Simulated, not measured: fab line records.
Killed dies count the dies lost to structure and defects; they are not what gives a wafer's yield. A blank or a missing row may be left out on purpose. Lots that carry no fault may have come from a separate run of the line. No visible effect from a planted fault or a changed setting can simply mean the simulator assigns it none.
fab line records	flow nand_harc
record: lots: 5	wafers: 15	last_day: 25
route steps=1159 shown A_M0@1021 A_M1@1026 END@1159
lots with no fault: from the same line, run without faults
start_h: hours from the record's first day to the start of the lot's first wafer shown	wait_h: how many hours have passed since the lot's step before this one	" unchanged from the row above	L1.1+2: a single row standing in for several wafers	- no value, or no start was given	* or withheld: withheld	< > ~ a bound
route shown NAME@n: a module of which the file shows steps, and the number in the route of the first	usual: mean/standard deviation of fault-free wafers	same: alike in all rows	chamber/n: place in a boat	sites: readings site by site	_std_site: the standard deviation of these	_edge_site: inner sites' mean taken away from outer sites' mean	radius_mm: how far each site lies from the wafer's centre	mask NAME#n: copy n	behind: the last tool/chamber to shape the wafer	hold: why the lot went on hold/how many hours it stayed there/how the hold came to an end	device: whichever transistor did not switch (one of n, p or np)	end of line: at the end of the route, the tests of the same wafers	for a step that has no rows: nothing shown but its recipe	killed: dies that structure and defects cost at the first sort, which is not the same as the wafer's yield	map: the dies of a wafer, with x for killed, . for not killed, _ for no die there
set.NAME: the setting the step ran with; set.NAME@STEP: the setting that earlier step ran with	model.NAME: the simulator's own value behind a step, which no gauge read
certain route steps with their lots: each step a table, each wafer a row
services: when a tool's chamber went out of use (start_h, in hours from the record's first day, below 0 if earlier), for how many hours, and the reason
== steps ==
step: NHARC_A_M0_SRD_25
step: NHARC_A_M0_INSPECT_27
usual: raw_defect_count: 411/120
lot.wafer	tool	chamber	start_h	wait_h	raw_defect_count
L400.4	defect_inspect-01	-	455.64	0.0	444
L400.5	"	-	"	"	661
L400.6	"	-	"	"	464
L411.1	defect_inspect-01	-	504.31	0.0	297
L411.4	"	-	"	"	303
L411.5	"	-	"	"	450
L409.1	defect_inspect-01	-	523.33	0.0	482
L409.4	"	-	"	"	364
L409.5	"	-	"	"	382
L412.4	defect_inspect-02	-	523.96	0.0	339
L412.5	"	-	"	"	284
L412.6	"	-	"	"	221
L413.1	defect_inspect-01	-	558.82	0.0	432
L413.4	"	-	"	"	297
L413.5	"	-	"	"	362
step: NHARC_A_M0_PRE_CLEAN_31
recipe: time_s: 12	temp_c: 370	rf_power_w: 300	gas: NH3
usual: heater_power_w: 608/86
lot.wafer	tool	chamber	start_h	wait_h	heater_power_w
L400.4	pecvd-01	0	455.76	0.1	587
L400.5	"	1	"	"	546
L400.6	"	0	"	"	569
L411.1	pecvd-01	2	504.39	0.1	483
L411.4	"	2	"	"	497
L411.5	"	0	"	"	570
L409.1	pecvd-04	1	523.40	0.1	689
L409.5	"	1	"	"	686
L409.4	"	2	"	"	665
L412.5	pecvd-04	2	524.10	0.1	794
L412.6	"	0	"	"	602
L412.4	"	1	"	"	710
L413.1	pecvd-03	0	558.90	0.1	599
L413.5	"	2	"	"	647
L413.4	"	1	"	"	530
step: NHARC_A_M0_DEP_32
recipe: target_thk_a: 300	temp_c: 370	target_thk_nm: 30	pressure_torr: 3	flow_sccm: 200	rf_w: 450	material: SiCN
usual: heater_power_w: 555/90
lot.wafer	tool	chamber	start_h	wait_h	heater_power_w
L400.4	pecvd-01	0	456.02	0.2	506
L400.5	"	1	"	"	512
L400.6	"	0	"	"	523
L411.1	pecvd-01	2	504.49	0.1	528
L411.4	"	2	"	"	518
L411.5	"	0	"	"	472
L409.1	pecvd-04	1	523.48	0.1	632
L409.5	"	1	"	"	624
L409.4	"	2	"	"	630
L412.5	pecvd-04	2	524.27	0.2	755
L412.6	"	0	"	"	509
L412.4	"	1	"	"	577
L413.1	pecvd-03	0	559.01	0.1	548
L413.5	"	2	"	"	530
L413.4	"	1	"	"	488
step: NHARC_A_M1_DEP_00
recipe: target_thk_a: 1825	target_thk_nm: 182.5	temp_c: withheld	pressure_torr: 5	flow_sccm: 200	rf_w: 600	material: SiOC
step: NHARC_A_M1_DEHYDRATE_01
recipe: temp_c: 150	time_s: 120
step: NHARC_A_M1_HMDS_02
recipe: time_s: 30
step: NHARC_A_M1_COAT_34
recipe: temp_c: 200	time_s: 65
step: NHARC_A_M1_COAT_03
recipe: spin_rpm: 1500	resist_thk_nm: 90
step: NHARC_A_M1_SOFTBAKE_04
recipe: temp_c: 105	time_s: 55
step: NHARC_A_M1_EBR_05
step: NHARC_A_M1_EXPOSE_06
recipe: na: 1.35	target_cd_nm: 120	dose_mj: 75.13	mask_id: A_M1
usual: exposure_dose_mJ_cm2: 75.10/0.068	stage_vel_mm_s: 500.00/0.25
lot.wafer	tool	chamber	start_h	wait_h	mask	exposure_dose_mJ_cm2	stage_vel_mm_s
L400.4	arfi_scanner-03	0	456.95	-	A_M1#0	75.07	500.03
L400.5	"	0	"	"	A_M1#0	75.13	499.87
L400.6	"	0	"	"	A_M1#0	75.16	499.83
L411.1	arfi_scanner-02	0	505.43	-	A_M1#0	75.25	499.83
L411.4	"	0	"	"	A_M1#0	75.17	500.00
L411.5	"	0	"	"	A_M1#0	75.22	500.04
L409.1	arfi_scanner-01	0	524.59	-	A_M1#0	74.42	499.66
L409.4	"	0	"	"	A_M1#0	74.48	500.03
L409.5	"	0	"	"	A_M1#0	74.53	499.53
L412.4	arfi_scanner-02	0	525.41	-	A_M1#0	75.21	500.30
L412.5	"	0	"	"	A_M1#0	75.19	500.10
L412.6	"	0	"	"	A_M1#0	75.14	499.69
L413.1	arfi_scanner-02	0	560.05	-	A_M1#0	75.01	499.92
L413.4	"	0	"	"	A_M1#0	75.08	499.80
L413.5	"	0	"	"	A_M1#0	75.15	500.41
step: NHARC_A_M1_PEB_07
recipe: peb_temp_c: 100	peb_time_s: 65
step: NHARC_A_M1_DEVELOP_08
recipe: develop_time_s: 35	dev_temp_c: 23
step: NHARC_A_M1_CD_MEAS_09
recipe: target_cd_nm: 120	landing_energy_ev: 500
usual: cd_nm: 120.1/0.43
lot.wafer	tool	chamber	start_h	wait_h	cd_nm
L400.4	cd_sem-01	0	457.09	-	120.1
L400.5	"	0	"	"	119.9
L400.6	"	0	"	"	120.2
L411.1	cd_sem-03	0	505.57	-	120.4
L411.4	"	0	"	"	119.4
L411.5	"	0	"	"	119.9
L409.1	cd_sem-01	0	524.73	-	122.9
L409.4	"	0	"	"	125.2
L409.5	"	0	"	"	122.6
L412.4	cd_sem-01	0	525.54	-	118.8
L412.5	"	0	"	"	119.3
L412.6	"	0	"	"	119.5
L413.1	cd_sem-03	0	560.19	-	120.0
L413.4	"	0	"	"	119.9
L413.5	"	0	"	"	121.0
step: NHARC_A_M1_OVL_MEAS_10
recipe: pitch_nm: 240
usual: overlay_x_nm: 0.1/0.87	overlay_y_nm: 0.1/1
lot.wafer	tool	chamber	start_h	wait_h	overlay_x_nm	overlay_y_nm
L400.4	overlay-02	-	457.17	-	-0.3	0.9
L400.5	"	-	"	"	0.4	0.5
L400.6	"	-	"	"	0.3	0.6
L411.1	overlay-01	-	505.66	-	0.9	0.0
L411.4	"	-	"	"	1.2	-0.1
L411.5	"	-	"	"	1.4	0.4
L409.1	overlay-02	-	524.82	-	-1.1	-0.3
L409.4	"	-	"	"	-0.7	-0.2
L409.5	"	-	"	"	-0.5	-0.9
L412.4	overlay-01	-	525.63	-	0.6	-2.0
L412.5	"	-	"	"	0.8	-1.5
L412.6	"	-	"	"	1.1	-1.1
L413.1	overlay-02	-	560.28	-	0.0	0.5
L413.4	"	-	"	"	-0.1	0.6
L413.5	"	-	"	"	0.2	0.8
step: NHARC_A_M1_INSPECT_11
usual: raw_defect_count: 29/13
lot.wafer	tool	chamber	start_h	wait_h	raw_defect_count
L400.4	defect_inspect-02	-	457.20	0.0	9
L400.5	"	-	"	"	18
L400.6	"	-	"	"	14
L411.1	defect_inspect-02	-	505.69	0.0	37
L411.4	"	-	"	"	32
L411.5	"	-	"	"	27
L409.1	defect_inspect-02	-	524.86	0.0	38
L409.4	"	-	"	"	52
L409.5	"	-	"	"	33
L412.4	defect_inspect-02	-	525.66	0.0	11
L412.5	"	-	"	"	21
L412.6	"	-	"	"	5
L413.1	defect_inspect-02	-	560.31	0.0	29
L413.4	"	-	"	"	20
L413.5	"	-	"	"	13
step: NHARC_A_M1_DESCUM_14
recipe: time_s: 3	o2_flow_sccm: 200	ar_flow_sccm: 0	bias_power_w: 0	chemistry: O2
usual: chamber_pressure_mTorr: 59.98/0.15	drypump_motor_current_A: 5.7/0.31	oes_product_au: 0.997/0.0082	rf_vpp_V: 57.8/0.87	showerhead_plenum_p_Torr: 1.91/0.086	throttle_valve_pct: 11.311/0.0097
lot.wafer	tool	chamber	start_h	wait_h	chamber_pressure_mTorr	drypump_motor_current_A	oes_product_au	rf_hours_counter_h	rf_vpp_V	showerhead_plenum_p_Torr	throttle_valve_pct	model.A_M1.cd_nm
L400.4	rie_diel-03	3	457.28	0.1	60.00	5.4	0.990	2	58.4	1.80	11.317	120
L400.5	"	1	"	"	60.01	6.2	0.992	-	57.6	1.78	11.314	120.5
L400.6	"	2	"	"	60.04	5.8	1.016	-	58.1	2.00	11.304	120
L411.1	rie_diel-03	3	505.76	0.1	60.00	5.4	0.990	3	57.6	1.80	11.297	120.1
L411.4	"	0	"	"	59.98	5.3	0.995	3	59.6	1.95	11.303	119.5
L411.5	"	3	"	"	59.93	5.4	0.987	-	56.4	1.80	11.301	120.1
L409.4	rie_diel-11	2	524.92	0.1	59.99	5.7	0.994	10	57.1	1.92	11.317	125.4
L409.1	"	1	"	"	59.91	5.4	0.996	10	57.7	1.93	11.313	123
L409.5	"	2	"	"	59.99	5.6	0.995	-	57.8	1.92	11.326	122.6
L412.5	rie_diel-11	1	525.76	0.1	59.82	5.4	1.007	-	57.4	1.93	11.322	119.3
L412.6	"	2	"	"	59.92	5.6	0.988	-	58.0	1.92	11.315	119.7
L412.4	"	3	"	"	59.99	6.0	0.991	-	58.6	2.00	11.298	118.7
L413.1	rie_diel-11	3	560.37	0.1	60.04	6.0	0.990	0	58.3	2.00	11.310	120
L413.4	"	2	"	"	60.12	5.6	0.997	0	57.7	1.92	11.332	120.3
L413.5	"	0	"	"	60.05	5.9	0.995	-	56.7	1.78	11.315	120.8
step: NHARC_A_M1_ETCH_35
recipe: target_depth_a: 400	overetch_a: 120	time_s: 43.94	ion_energy_ev: 200	n2_flow_sccm: 150	h2_flow_sccm: 150	ar_flow_sccm: 0	rf_w: 400	bias_w: 150	chemistry: N2/H2
usual: chamber_pressure_mTorr: 29.997/0.027	drypump_motor_current_A: 5.7/0.31	n2_flow_sccm: 150.0/0.43	oes_product_au: 0.996/0.0081	rf_vpp_V: 430.5/2.8	showerhead_plenum_p_Torr: 2.04/0.092	throttle_valve_pct: 14.171/0.0084
lot.wafer	tool	chamber	start_h	wait_h	chamber_pressure_mTorr	drypump_motor_current_A	n2_flow_sccm	oes_product_au	rf_hours_counter_h	rf_vpp_V	showerhead_plenum_p_Torr	throttle_valve_pct
L400.4	rie_diel-03	0	457.36	0.1	30.014	5.3	150.6	1.006	2	431.3	2.08	14.173
L400.6	"	2	"	"	30.054	5.8	150.1	0.997	-	434.7	2.14	14.172
L400.5	"	3	"	"	30.018	5.4	149.8	0.990	-	428.4	1.91	14.184
L411.4	rie_diel-03	0	505.89	0.1	30.049	5.3	150.0	0.987	3	432.6	2.08	14.160
L411.1	"	1	"	"	30.003	6.3	150.4	0.998	3	427.8	1.90	14.171
L411.5	"	1	"	"	29.976	6.3	149.6	1.005	-	427.4	1.90	14.168
L409.1	rie_diel-11	2	525.01	0.1	30.034	5.6	149.6	0.999	10	431.3	2.05	14.160
L409.5	"	2	"	"	30.024	5.6	149.4	0.993	-	430.1	2.05	14.180
L409.4	"	3	"	"	30.011	6.0	150.7	0.994	-	432.4	2.13	14.184
L412.4	rie_diel-11	3	525.85	0.1	30.031	6.0	149.6	0.979	-	432.2	2.13	14.164
L412.5	"	1	"	"	29.975	5.4	150.5	0.994	-	431.6	2.06	14.154
L412.6	"	2	"	"	29.962	5.6	150.5	0.988	-	430.9	2.05	14.183
L413.1	rie_diel-11	3	560.47	0.1	30.011	6.0	150.2	0.980	0	434.6	2.13	14.179
L413.4	"	1	"	"	29.998	5.5	150.5	0.977	0	433.1	2.06	14.162
L413.5	"	2	"	"	29.971	5.6	150.5	0.986	-	430.1	2.05	14.178
step: NHARC_A_M1_ETCH_15
recipe: target_depth_a: 1825	time_s: 91.2	c4f8_flow_sccm: withheld	ar_flow_sccm: 400	rf_w: 600	bias_w: 300	chemistry: C4F8/Ar
usual: chamber_pressure_mTorr: 25.000/0.021	oes_product_au: 0.944/0.023	rf_vpp_V: 440.7/2.8
lot.wafer	tool	chamber	start_h	wait_h	chamber_pressure_mTorr	oes_product_au	rf_hours_counter_h	rf_vpp_V
L400.4	rie_diel-03	3	-	-	25.002	0.958	2	436.9
L400.6	"	3	"	"	25.020	0.963	-	434.8
L400.5	"	0	"	"	24.993	0.972	-	442.6
L411.1	rie_diel-03	1	-	-	24.992	0.931	3	437.6
L411.4	"	0	"	"	25.025	0.925	3	443.0
L411.5	"	1	"	"	25.030	0.910	-	436.7
L409.1	rie_diel-11	3	-	-	25.016	0.943	12	443.2
L409.5	"	2	"	"	25.000	0.927	-	441.1
L409.4	"	1	"	"	25.011	0.948	-	442.6
L412.6	rie_diel-11	3	-	-	24.994	0.905	-	443.8
L412.5	"	1	"	"	25.015	0.919	-	441.6
L412.4	"	2	"	"	25.019	0.907	-	441.7
L413.1	rie_diel-11	3	-	-	25.016	0.951	0	443.0
L413.4	"	0	"	"	25.010	0.949	0	435.7
L413.5	"	2	"	"	24.991	0.964	-	441.3
step: NHARC_A_M1_CD_MEAS_16
usual: cd_nm: 120.1/0.57
lot.wafer	tool	chamber	start_h	wait_h	cd_nm
L400.4	cd_sem-01	-	457.57	-	120.1
L400.5	"	-	"	"	120.4
L400.6	"	-	"	"	119.9
L411.1	cd_sem-02	-	506.11	-	120.2
L411.4	"	-	"	"	119.9
L411.5	"	-	"	"	120.0
L409.1	cd_sem-01	-	525.25	-	123.2
L409.4	"	-	"	"	125.3
L409.5	"	-	"	"	122.9
L412.4	cd_sem-03	-	526.08	-	118.3
L412.5	"	-	"	"	119.2
L412.6	"	-	"	"	119.6
L413.1	cd_sem-01	-	560.68	-	119.6
L413.4	"	-	"	"	120.1
L413.5	"	-	"	"	120.4
step: NHARC_A_M1_STRIP_18
recipe: power_w: 1000	n2_flow_sccm: 150	h2_flow_sccm: 150	ar_flow_sccm: 0	bias_w: 0	chemistry: N2/H2
usual: chamber_pressure_mTorr: 29.996/0.028	drypump_motor_current_A: 5.7/0.36	n2_flow_sccm: 150.0/0.4	oes_product_au: 0.997/0.008	rf_vpp_V: 90.6/0.98	showerhead_plenum_p_Torr: 2.05/0.094	throttle_valve_pct: 14.172/0.0088
lot.wafer	tool	chamber	start_h	wait_h	chamber_pressure_mTorr	drypump_motor_current_A	n2_flow_sccm	oes_product_au	rf_hours_counter_h	rf_vpp_V	showerhead_plenum_p_Torr	throttle_valve_pct
L400.5	rie_diel-11	3	457.76	0.2	29.963	6.0	149.9	0.989	-	90.9	2.14	14.173
L400.4	"	1	"	"	29.941	5.5	149.3	1.005	-	90.8	2.06	14.175
L400.6	"	2	"	"	29.985	5.6	150.1	0.985	-	92.1	2.05	14.162
L411.1	rie_diel-11	2	506.22	0.1	29.998	5.6	150.0	1.003	8	91.3	2.05	14.161
L411.5	"	0	"	"	30.017	5.8	149.9	0.992	-	90.4	1.89	14.182
L411.4	"	3	"	"	30.007	6.0	150.2	0.990	-	90.7	2.13	14.174
L409.1	rie_diel-03	2	525.34	0.1	29.943	5.8	149.8	0.994	3	91.8	2.14	14.165
L409.4	"	3	"	"	29.973	5.4	150.6	0.986	3	89.3	1.91	14.178
L409.5	"	3	"	"	29.983	5.4	150.6	0.999	-	91.5	1.91	14.179
L412.4	rie_diel-03	0	526.20	0.1	29.985	5.3	150.3	0.998	4	90.2	2.08	14.184
L412.6	"	2	"	"	29.984	5.8	149.8	1.002	-	91.3	2.14	14.174
L412.5	"	3	"	"	29.995	5.4	150.0	0.995	-	88.2	1.91	14.189
L413.1	rie_diel-11	3	560.75	0.1	30.004	6.0	149.4	0.985	0	90.8	2.13	14.175
L413.4	"	0	"	"	30.008	5.8	150.1	0.973	0	88.6	1.89	14.174
L413.5	"	0	"	"	29.954	5.8	149.9	0.991	-	88.2	1.89	14.162
step: NHARC_A_M1_ETCH_28
recipe: target_depth_a: 300	over_etch_frac: 0.3	time_s: 72.99	ion_energy_ev: 150	cf4_flow_sccm: 50	n2_flow_sccm: 100	ar_flow_sccm: 150	rf_w: 300	bias_w: 100	chemistry: CF4/N2
usual: chamber_pressure_mTorr: 29.997/0.03	drypump_motor_current_A: 5.8/0.37	n2_flow_sccm: 100.0/0.31	oes_product_au: 0.996/0.0074	rf_vpp_V: 314.4/2.1	showerhead_plenum_p_Torr: 2.64/0.11	throttle_valve_pct: 19.795/0.0085
lot.wafer	tool	chamber	start_h	wait_h	chamber_pressure_mTorr	drypump_motor_current_A	n2_flow_sccm	oes_product_au	rf_hours_counter_h	rf_vpp_V	showerhead_plenum_p_Torr	throttle_valve_pct	model.A_M1.cd_nm
L400.6	rie_diel-11	3	-	-	30.030	6.0	99.9	0.999	-	317.6	2.74	19.815	119.7
L400.4	"	1	"	"	29.975	5.5	100.2	1.002	-	315.4	2.65	19.796	120.3
L400.5	"	2	"	"	29.956	5.6	100.2	0.996	-	313.9	2.64	19.799	120.7
L411.1	rie_diel-11	0	-	-	30.032	5.8	100.0	1.003	6	311.4	2.45	19.796	120.1
L411.5	"	0	"	"	30.003	5.8	100.1	0.989	-	310.1	2.45	19.789	120
L411.4	"	2	"	"	30.016	5.6	100.6	0.988	-	314.3	2.64	19.791	120.2
L409.4	rie_diel-03	2	-	-	30.013	5.8	99.7	0.996	3	314.7	2.74	19.801	125.3
L409.1	"	1	"	"	30.016	6.2	100.0	1.006	3	311.3	2.46	19.802	122.8
L409.5	"	2	"	"	30.014	5.8	99.9	1.016	-	315.2	2.74	19.805	123
L412.4	rie_diel-03	0	-	-	30.039	5.3	99.6	1.007	4	314.9	2.68	19.797	118.3
L412.6	"	0	"	"	29.985	5.3	99.6	1.003	-	315.3	2.68	19.795	119.3
L412.5	"	1	"	"	29.987	6.2	100.1	0.995	-	312.3	2.46	19.801	118.4
L413.1	rie_diel-11	3	-	-	30.010	6.0	100.1	0.988	0	315.9	2.74	19.804	119.7
L413.4	"	0	"	"	30.031	5.9	100.1	0.987	0	311.3	2.45	19.789	119.5
L413.5	"	0	"	"	30.018	5.8	99.9	0.984	-	312.0	2.45	19.792	120
step: NHARC_A_M1_STRIP_19
recipe: time_s: 600	temp_c: 30	chemistry: post_etch_residue_remover
step: NHARC_END_SORT_01
recipe: temp_c: 25
usual: defect_limited_yield: 95.3/1.6	killed_at_array: 28/10	killed_at_other: 0.6/0.85	killed_at_periphery: 3.3/2.3	killed_dies: 32/11	killed_open: 3.3/1.5	killed_short: 2.1/1.4	sort_bin_2_pct: 1.5/0.63	sort_bin_3_pct: 0.25/0.21	sort_bin_4_pct: 3.0/1.1	sort_n_pass: 645/11	sort_rim_yield_pct: 97.6/1.6	sort_yield_pct: 95.3/1.6
same: gross_dies: 677	sort_bin_5_pct[%]: 0	sort_bin_6_pct[%]: 0	sort_bin_7_pct[%]: 0	sort_bin_8_pct[%]: 0	sort_rim_n_gross: 106.00
lot.wafer	tool	chamber	start_h	wait_h	defect_limited_yield[%]	killed_at_array	killed_at_other	killed_at_periphery	killed_dies	killed_open	killed_short	sort_bin_2_pct[%]	sort_bin_3_pct[%]	sort_bin_4_pct[%]	sort_n_pass	sort_rim_yield_pct[%]	sort_yield_pct[%]
L400.4	prober-01	0	496.91	3.4	97.0	14	1	5	20	4	2	1.0	0	1.9	657	97.2	97.0
L400.5	prober-01	0	497.70	3.7	96.0	14	2	11	27	4	1	1.8	0.15	2.1	650	95.3	96.0
L400.6	prober-01	0	498.50	4.0	96.3	15	0	10	25	5	1	0.9	0	2.8	652	99.1	96.3
L411.1	prober-01	0	545.45	2.5	95.4	29	0	2	31	1	2	0.9	0.15	3.5	646	99.1	95.4
L411.4	prober-01	0	547.84	3.4	93.9	32	2	7	41	7	1	2.2	0	3.8	636	93.4	93.9
L411.5	prober-01	0	548.64	3.7	95.9	25	2	1	28	3	1	1.6	0.15	2.4	649	97.2	95.9
L412.4	prober-01	0	563.44	3.4	97.6	12	0	4	16	2	6	0.6	0.44	1.3	661	97.2	97.6
L412.5	prober-01	0	564.24	3.7	96.9	18	0	3	21	5	1	0.9	0.15	2.1	656	99.1	96.9
L412.6	prober-01	0	565.04	4.0	97.8	13	0	2	15	3	7	0.6	0.15	1.5	662	98.1	97.8
L409.1	prober-02	0	563.44	2.5	92.0	50	0	4	54	7	5	2.7	0.74	4.6	623	96.2	92.0
L409.4	prober-02	0	565.84	3.4	92.3	49	2	1	52	4	4	2.7	0.44	4.6	625	96.2	92.3
L409.5	prober-02	0	566.64	3.7	95.7	28	0	1	29	3	0	1.2	0.15	3.0	648	98.1	95.7
L413.1	prober-02	0	596.32	2.5	95.6	27	0	3	30	5	1	1.5	0.15	2.8	647	95.3	95.6
L413.4	prober-02	0	598.74	3.4	96.8	21	0	1	22	6	1	1.0	0	2.2	655	94.3	96.8
L413.5	prober-02	0	599.55	3.7	96.5	24	0	0	24	4	4	0.9	0.30	2.4	653	97.2	96.5
killed by level:class
L400.4 A_CHANNEL_HOLE_D1:chamber_film_flake=5 P_ZERO_WELL:chamber_film_flake=4 A_CHANNEL_HOLE_D1:geometric_particle:open=1 A_CHANNEL_FILL_D1:geometric_particle:open=1 A_STAIRCASE:geometric_particle:short=1 A_CONTACT:geometric_particle:short=1 A_CONTACT:geometric_particle:open=1 A_M0:geometric_particle:open=1
L400.5 P_ZERO_WELL:chamber_film_flake=8 A_CHANNEL_HOLE_D1:chamber_film_flake=7 A_CONTACT:chamber_film_flake=3 A_M0:geometric_particle:open=2 THIN_TSV:chamber_film_flake=2 P_STI:geometric_particle:short=1 P_M0:geometric_particle:open=1 A_M1:geometric_particle:open=1
L400.6 P_ZERO_WELL:chamber_film_flake=8 A_CONTACT:chamber_film_flake=4 A_CHANNEL_HOLE_D1:chamber_film_flake=3 A_STAIRCASE:chamber_film_flake=3 A_CHANNEL_FILL_D1:geometric_particle:open=2 P_M0:geometric_particle:open=1 A_ONON_D1:geometric_particle:short=1 A_WL_FILL:geometric_particle:open=1
L411.1 A_CHANNEL_HOLE_D1:chamber_film_flake=21 A_CHANNEL_FILL_D1:chamber_film_flake=2 A_STAIRCASE:chamber_film_flake=2 P_GATE:geometric_particle:short=1 A_ONON_D1:geometric_particle:open=1 A_M1:geometric_particle:short=1 P_STI:chamber_film_flake=1 A_ZERO_WELL:chamber_film_flake=1
L411.4 A_CHANNEL_HOLE_D1:chamber_film_flake=25 P_M0:geometric_particle:open=3 P_ZERO_WELL:chamber_film_flake=2 A_WL_FILL:geometric_particle:open=1 A_CONTACT:geometric_particle:short=1 A_M0:geometric_particle:open=1 A_M1:geometric_particle:open=1 P_GATE:chamber_film_flake=1
L411.5 A_CHANNEL_HOLE_D1:chamber_film_flake=14 A_CONTACT:chamber_film_flake=4 A_STAIRCASE:chamber_film_flake=3 THIN_TSV:chamber_film_flake=2 P_M0:geometric_particle:open=1 A_SGD_CUT:geometric_particle:open=1 A_WL_FILL:geometric_particle:short=1 A_M0:geometric_particle:open=1
L412.4 A_CHANNEL_HOLE_D1:chamber_film_flake=6 P_CONTACT:geometric_particle:short=2 P_CONTACT:geometric_particle:open=1 A_SOURCE_PLATE:geometric_particle:short=1 A_SGD_CUT:geometric_particle:open=1 A_SGD_CUT:geometric_particle:short=1 A_WL_FILL:geometric_particle:short=1 A_CONTACT:geometric_particle:short=1
L409.1 A_SLIT:chamber_film_flake=19 A_CHANNEL_HOLE_D1:chamber_film_flake=7 A_STAIRCASE:chamber_film_flake=7 A_CONTACT:chamber_film_flake=4 A_ONON_D1:geometric_particle:open=2 A_WL_FILL:geometric_particle:short=2 P_M2:chamber_film_flake=2 P_M2:geometric_particle:short=1
L412.5 A_CHANNEL_HOLE_D1:chamber_film_flake=6 A_ZERO_WELL:chamber_film_flake=3 A_SLIT:chamber_film_flake=3 P_GATE:chamber_film_flake=2 P_GATE:geometric_particle:open=1 A_SOURCE_PLATE:geometric_particle:short=1 A_ONON_D1:geometric_particle:open=1 A_CHANNEL_FILL_D1:geometric_particle:open=1
L412.6 A_WL_FILL:geometric_particle:short=5 A_CHANNEL_HOLE_D1:chamber_film_flake=3 A_ZERO_WELL:chamber_film_flake=2 P_CONTACT:geometric_particle:open=1 P_M2:geometric_particle:open=1 A_CHANNEL_HOLE_D1:geometric_particle:short=1 A_WL_FILL:geometric_particle:open=1 A_BLC:geometric_particle:short=1
L409.4 A_SLIT:chamber_film_flake=26 A_CHANNEL_HOLE_D1:chamber_film_flake=8 A_CONTACT:chamber_film_flake=5 A_STAIRCASE:chamber_film_flake=4 STARTING-WAFER:geometric_particle:short=2 P_CONTACT:geometric_particle:open=1 A_SOURCE_PLATE:geometric_particle:short=1 A_CHANNEL_HOLE_D1:geometric_particle:open=1
L409.5 A_SLIT:chamber_film_flake=14 A_STAIRCASE:chamber_film_flake=4 A_CONTACT:chamber_film_flake=4 A_CHANNEL_HOLE_D1:chamber_film_flake=2 P_CONTACT:geometric_particle:open=1 A_ONON_D1:geometric_particle:open=1 A_CONTACT:geometric_particle:open=1 A_ZERO_WELL:chamber_film_flake=1
L413.1 A_CONTACT:chamber_film_flake=13 A_CHANNEL_HOLE_D1:chamber_film_flake=5 A_STAIRCASE:chamber_film_flake=3 A_WL_FILL:geometric_particle:open=2 A_SLIT:chamber_film_flake=2 P_GATE:geometric_particle:open=1 P_M0:geometric_particle:open=1 A_WL_FILL:geometric_particle:short=1
L413.4 A_CONTACT:chamber_film_flake=7 A_CHANNEL_HOLE_D1:chamber_film_flake=4 A_ZERO_WELL:chamber_film_flake=3 A_WL_FILL:geometric_particle:open=2 P_CONTACT:geometric_particle:open=1 A_ONON_D1:geometric_particle:open=1 A_CHANNEL_FILL_D1:geometric_particle:open=1 A_WL_FILL:geometric_particle:short=1
L413.5 A_CHANNEL_HOLE_D1:chamber_film_flake=8 A_WL_FILL:geometric_particle:short=3 A_STAIRCASE:chamber_film_flake=3 A_CHANNEL_FILL_D1:geometric_particle:open=2 A_M1:chamber_film_flake=2 A_CHANNEL_FILL_D1:geometric_particle:short=1 A_WL_FILL:geometric_particle:open=1 A_CONTACT:geometric_particle:open=1
== services ==
tool	chamber	start_h	hours	kind
pecvd-01	-	438.72	0.5	repair
pecvd-01	2	444.03	16.4	repair
rie_diel-11	0	449.25	-	clean
rie_diel-11	1	449.25	-	clean
rie_diel-11	2	449.25	-	clean
rie_diel-11	3	449.25	-	clean
rie_diel-11	0	450.68	25.0	repair
rie_diel-03	2	459.77	7.3	repair
rie_diel-03	1	471.18	3.0	repair
pecvd-03	-	473.33	13.0	pm
rie_diel-11	1	473.75	-	clean
arfi_scanner-03	-	484.00	4.0	pm
arfi_scanner-02	-	489.08	0.2	repair
rie_diel-11	1	497.82	10.7	repair
arfi_scanner-01	-	508.65	0.6	repair
arfi_scanner-02	-	511.77	2.1	repair
rie_diel-11	-	512.84	2.9	repair
rie_diel-11	3	517.06	1.4	repair
rie_diel-11	0	525.00	5.4	repair
pecvd-03	2	534.18	19.8	repair
rie_diel-11	-	543.75	9.0	pm
arfi_scanner-03	-	544.88	0.6	repair
pecvd-01	0	556.56	5.5	repair
pecvd-04	-	557.00	13.0	pm
== key ==
first_sign: step: NHARC_A_M1_EXPOSE_06	reading: exposure_dose_mJ_cm2	direction: down	sigmas: 9.2	usual: 75.10	struck: 74.48
effect: step: NHARC_A_M1_CD_MEAS_09	reading: cd_nm	direction: up	sigmas: 8.1	usual: 120.1	struck: 123.5	through: control_loop
effect: step: NHARC_A_M1_CD_MEAS_16	reading: cd_nm	direction: up	sigmas: 6.6	usual: 120.1	struck: 123.8	through: control_loop
model_effect: step: NHARC_A_M1_DESCUM_14	value: A_M1.cd_nm	without: 121.1	struck: 123.7
model_effect: step: NHARC_A_M1_ETCH_28	value: A_M1.cd_nm	without: 121.1	struck: 123.7
met_at NHARC_A_M1_EXPOSE_06
struck_wafers L409.1,L409.4,L409.5
loop_trim: step: NHARC_A_M1_EXPOSE_06	setting: dose	lots: L409
fault: kind: process_parameter_drift	tool: arfi_scanner-01	chamber: -	onset_h: 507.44	steps: NHARC_A_M1_EXPOSE_06	channel: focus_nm	offset: 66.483	spread_by_wafer: 0.3	shape: step	end_h: 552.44
loop_trim: a control loop set the setting to another value than it would have without faults
